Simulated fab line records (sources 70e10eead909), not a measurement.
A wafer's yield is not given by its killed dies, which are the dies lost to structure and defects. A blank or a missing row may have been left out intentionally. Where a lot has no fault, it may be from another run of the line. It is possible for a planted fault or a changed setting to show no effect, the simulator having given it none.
Which of the tools did it? -- flow nand_harc -- 12 lots with 36 wafers sampled at 6 steps, on a route of 1302 steps

== WHAT THE GAUGES READ, wafer by wafer ==
NHARC_P_START_INSPECT_01. Usual: 3.4 for raw_defect_count, sd 1.7.
lot,measured,on,raw_defect_count,flag
L970,day 2 06:02,defect_inspect-01,5 0 4,
L971,day 2 16:02,defect_inspect-02,3 5 3,
L973,day 3 12:02,defect_inspect-01,2 7 2,
L974,day 3 22:02,defect_inspect-01,2 0 2,
L976,day 4 18:02,defect_inspect-02,2 2 8,
L978,day 5 14:02,defect_inspect-01,4 4 2,
L979,day 6 00:02,defect_inspect-02,1 2 0,
L981,day 6 20:02,defect_inspect-02,1 3 2,
L986,day 8 22:02,defect_inspect-02,2 4 1,
L990,day 10 14:02,defect_inspect-02,2 5 5,
L991,day 11 00:02,defect_inspect-01,2 4 2,
L992,day 11 10:02,defect_inspect-01,3 3 4,

NHARC_P_ZERO_WELL_CD_MEAS_37 targets a cd of 720 nm. Usual: 720.2 nm for cd_nm, sd 1.9.
lot,measured,on,cd_nm (nm),flag
L970,day 2 10:07,cd_sem-01,717.7 717.2 720.9,
L971,day 2 20:16,cd_sem-03,719.2 717.4 723.1,
L973,day 3 16:19,cd_sem-02,717.2 718.8 717.3,
L974,day 4 02:25,cd_sem-02,720.8 721.6 719.0,
L976,day 4 22:25,cd_sem-03,719.5 722.3 720.1,
L978,day 5 18:14,cd_sem-03,719.7 720.8 720.7,
L979,day 6 04:15,cd_sem-02,720.3 721.1 719.4,
L981,day 7 00:08,cd_sem-03,- - -,OFF
L986,day 9 02:07,cd_sem-03,719.1 721.5 721.0,
L990,day 10 17:58,cd_sem-02,721.1 719.9 719.6,
L991,day 11 03:50,cd_sem-02,720.2 720.6 719.4,
L992,day 11 14:05,cd_sem-03,718.6 716.0 717.3,

NHARC_END_SORT_01. Usual: killed_at_array 56, standard deviation 17; killed_at_other 0.9, standard deviation 1.2; killed_at_periphery 3.9, standard deviation 2.5; killed_dies 61, standard deviation 17; killed_open 3.2, standard deviation 1.8; killed_short 2.7, standard deviation 1.7.
lot,measured,on,killed_at_array,killed_at_other,killed_at_periphery,killed_dies,killed_open,killed_short,flag
L981,day 29 14:43,prober-02,48 59 60,0 0 1,629 618 616,677 677 677,0 3 7,1 1 0,OFF
L990,day 33 10:43,prober-01,22 25 23,2 5 0,4 5 3,28 35 26,0 4 4,2 1 2,
L991,day 34 08:16,prober-02,71 77 39,0 0 0,7 5 6,78 82 45,6 4 3,4 4 4,
L992,day 35 01:07,prober-01,43 80 38,0 1 1,6 5 5,49 86 44,0 2 4,3 6 1,

== TOOL THAT RAN EACH LOT (tool first, then ch and the chambers of the sampled wafers, then the start) ==
lot,NHARC_P_ZERO_WELL_ETCH_63,NHARC_P_ZERO_WELL_EXPOSE_34,NHARC_P_ZERO_WELL_DESCUM_54
L970,"rie_si-04 ch 1,3, day 2 07:32","krf_scanner-04 ch 0, day 2 09:58","rie_diel-05 ch 0,1,3, day 2 11:54"
L971,"rie_si-03 ch 0,2,3, day 2 17:41","krf_scanner-02 ch 0, day 2 20:07","rie_diel-05 ch 0,2,3, day 2 22:37"
L973,"rie_si-03 ch 0,1,3, day 3 13:43","krf_scanner-03 ch 0, day 3 16:09","rie_diel-05 ch 0,1,2, day 3 20:11"
L974,"rie_si-04 ch 2,3, day 3 23:49","krf_scanner-02 ch 0, day 4 02:16","rie_diel-11 ch 0,1,3, day 4 04:14"
L976,"rie_si-04 ch 2,3, day 4 19:51","krf_scanner-04 ch 0, day 4 22:16","rie_diel-05 ch 0,1,3, day 5 00:06"
L978,"rie_si-01 ch 0,2,3, day 5 15:40","krf_scanner-03 ch 0, day 5 18:05","rie_diel-10 ch 0,1,3, day 5 19:56"
L979,"rie_si-03 ch 1,2, day 6 01:40","krf_scanner-02 ch 0, day 6 04:05","rie_diel-05 ch 0,1,2, day 6 05:58"
L981,"rie_si-03 ch 1,2,3, day 6 21:40","krf_scanner-03 ch 0, day 6 23:59","rie_diel-11 ch 0,1,3, day 7 01:59"
L986,"rie_si-03 ch 0,2, day 8 23:41","krf_scanner-03 ch 0, day 9 01:58","rie_diel-05 ch 0,1,2, day 9 03:57"
L990,"rie_si-03 ch 2,3, day 10 15:32","krf_scanner-02 ch 0, day 10 17:49","rie_diel-11 ch 2,3, day 10 19:46"
L991,"rie_si-03 ch 1,2, day 11 01:32","krf_scanner-02 ch 0, day 11 03:41","rie_diel-05 ch 0,1,2, day 11 05:31"
L992,"rie_si-03 ch 1,3, day 11 11:40","krf_scanner-02 ch 0, day 11 13:56","rie_diel-10 ch 0,3, day 11 15:56"
- NHARC_P_ZERO_WELL_ETCH_63: etches the open film in HBr/Cl2, target depth 120 nm, time 40.1 s.
- NHARC_P_ZERO_WELL_EXPOSE_34: exposes mask P PWELL, target cd 720 nm.
- NHARC_P_ZERO_WELL_DESCUM_54: chemistry O2, time 3 s.

== AS READ BY THE TOOLS THEMSELVES (means over the sampled wafers that have a number; for cases with no such wafer, the mark the record gives instead) ==
NHARC_P_ZERO_WELL_ETCH_63. Usual: drypump_motor_current_A 5.8 A, standard deviation 0.58; oes_product_au 0.998 a.u., standard deviation 0.013; throttle_valve_pct 26.406 %, standard deviation 0.0093.
lot,tool,drypump_motor_current_A (A),oes_product_au (a.u.),throttle_valve_pct (%),flag
L970,rie_si-04,6.5,0.987,26.408,
L971,rie_si-03,5.4,1.000,26.405,
L973,rie_si-03,5.7,1.008,26.409,
L974,rie_si-04,5.4,0.978,26.407,
L976,rie_si-04,5.7,0.973,26.411,
L978,rie_si-01,5.7,0.995,26.401,
L979,rie_si-03,5.9,1.012,26.406,
L981,rie_si-03,5.9,1.013,26.411,
L986,rie_si-03,4.9,1.001,26.406,
L990,rie_si-03,5.5,0.993,26.401,
L991,rie_si-03,5.8,1.000,26.408,
L992,rie_si-03,6.2,1.004,26.412,

NHARC_P_ZERO_WELL_EXPOSE_34. Usual: 23.02 C for reticle_temp_C, sd 0.1.
lot,tool,reticle_temp_C (C),flag
L970,krf_scanner-04,23.02,
L971,krf_scanner-02,23.02,
L973,krf_scanner-03,23.09,
L974,krf_scanner-02,22.88,
L976,krf_scanner-04,23.05,
L978,krf_scanner-03,22.94,
L979,krf_scanner-02,23.11,
L981,krf_scanner-03,23.05,
L986,krf_scanner-03,23.14,
L990,krf_scanner-02,22.96,
L991,krf_scanner-02,23.02,
L992,krf_scanner-02,23.17,

NHARC_P_ZERO_WELL_DESCUM_54. Usual: drypump_motor_current_A 5.9 A, standard deviation 0.36; mfc_ar_sccm 0.007 sccm, standard deviation 0.014; oes_product_au 1.006 a.u., standard deviation 0.012; rf_vpp_V 57.8 V, standard deviation 0.92; showerhead_plenum_p_Torr 1.90 Torr, standard deviation 0.098; throttle_valve_pct 11.310 %, standard deviation 0.009.
lot,tool,drypump_motor_current_A (A),mfc_ar_sccm (sccm),oes_product_au (a.u.),rf_vpp_V (V),showerhead_plenum_p_Torr (Torr),throttle_valve_pct (%),flag
L970,rie_diel-05,6.2,0.000,1.009,56.2,1.82,11.309,
L971,rie_diel-05,6.2,0.015,1.003,58.1,1.85,11.305,
L973,rie_diel-05,6.2,0.015,1.007,57.8,1.93,11.311,
L974,rie_diel-11,5.7,0.006,1.009,57.3,1.92,11.318,
L976,rie_diel-05,6.2,0.000,1.011,57.1,1.92,11.319,
L978,rie_diel-10,5.6,0.000,1.004,57.5,1.90,11.306,
L979,rie_diel-05,6.3,0.015,1.010,57.3,1.93,11.314,
L981,rie_diel-11,5.7,0.006,1.016,59.0,1.91,11.316,
L986,rie_diel-05,6.3,0.015,1.005,58.2,1.92,11.310,
L990,rie_diel-11,6.1,0.000,1.000,58.7,1.97,11.315,
L991,rie_diel-05,6.3,0.015,1.013,56.5,1.91,11.313,
L992,rie_diel-10,5.8,0.000,1.008,58.0,1.82,11.308,

== THE ANSWER, worked out from the rows above alone ==
Rule: lot off if the mean of its wafers having a number is beyond 3 standard deviations from the usual mean. A lot without any number at a reading at which 4 lots or more have one is off too. All remaining lots with rows at the step are treated as sound. The gauges are gone through in route order, then the tools' own readings, and for those a lot's mean is taken as printed above. The first step at which some lot is off is used, and at that step the reading that is off furthest; a lot without a number counts as furthest.
Off: L981 (NHARC_P_ZERO_WELL_CD_MEAS_37, cd_nm). Without a number there: L981.
A tool fits if, at a process step before that reading, it ran every lot that is off, and no sound lot after the first of them. Not tried: the gauges at NHARC_P_ZERO_WELL_CD_MEAS_37; whatever is off there is also off at NHARC_END_SORT_01, on other tools, and gauge error can't account for it. None of those tried fits.

== WHAT HAD BEEN PUT IN BY THE SIMULATOR ==
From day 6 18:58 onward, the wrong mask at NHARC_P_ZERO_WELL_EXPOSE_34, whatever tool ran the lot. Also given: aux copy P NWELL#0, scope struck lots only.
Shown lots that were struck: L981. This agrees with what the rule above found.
